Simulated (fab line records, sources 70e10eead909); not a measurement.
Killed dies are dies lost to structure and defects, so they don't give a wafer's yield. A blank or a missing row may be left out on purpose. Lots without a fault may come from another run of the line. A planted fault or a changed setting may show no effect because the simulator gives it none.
Chamber matching | flow nand_harc | NHARC_A_CHANNEL_FILL_D1_ETCHBACK_20 on rie_diel-13: 4 sister chambers
The step etches the open film in C4F8/O2/Ar, target depth 27 nm, time 13.5 s. 4 wafers are shown with their chamber, then 11 later ones without.

WAFERS WITH THEIR CHAMBER
wafer  | chamber | rf_vpp_V (V)
L092.2 | 2       | 984
L092.3 | 1       | 976
L092.6 | 0       | 986
L094.1 | 3       | 990

WAFERS WITHOUT THEIR CHAMBER
wafer  | rf_vpp_V (V)
L094.2 | 975
L094.3 | 988
L094.4 | 985
L094.5 | 986
L094.6 | 976
L095.2 | 987
L095.5 | 975
L095.6 | 988
L097.3 | 987
L097.4 | 985
L097.6 | 985

WHICH CHAMBER EACH WENT THROUGH
wafer  | from the rows above          | in truth
L094.2 | 1                            | 1
L094.3 | can't be placed: 0 or 3 or 2 | 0
L094.4 | can't be placed: 0 or 2      | 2
L094.5 | can't be placed: 0 or 2      | 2
L094.6 | 1                            | 1
L095.2 | can't be placed: 0 or 2 or 3 | 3
L095.5 | 1                            | 1
L095.6 | can't be placed: 0 or 3 or 2 | 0
L097.3 | can't be placed: 0 or 2 or 3 | 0
L097.4 | can't be placed: 0 or 2      | 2
L097.6 | can't be placed: 0 or 2      | 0
Placed correctly: 3 of 11. Can't be placed from these rows: 8 (the true chamber is among the candidates in 8). Placed wrongly: 0.
How it was worked out, from the rows above alone: a wafer's distance from a chamber is the root of the sum, over the readings, of the square of ((its reading less the chamber's mean) divided by the reading's scatter). The wafer belongs to the nearest chamber; if the next one is less than 2 further off, it can't be placed. A chamber's mean is the mean of its shown wafers. The scatter: with one shown wafer a chamber, the root of the mean of the squares of how far each hidden wafer lies from its nearest shown one.
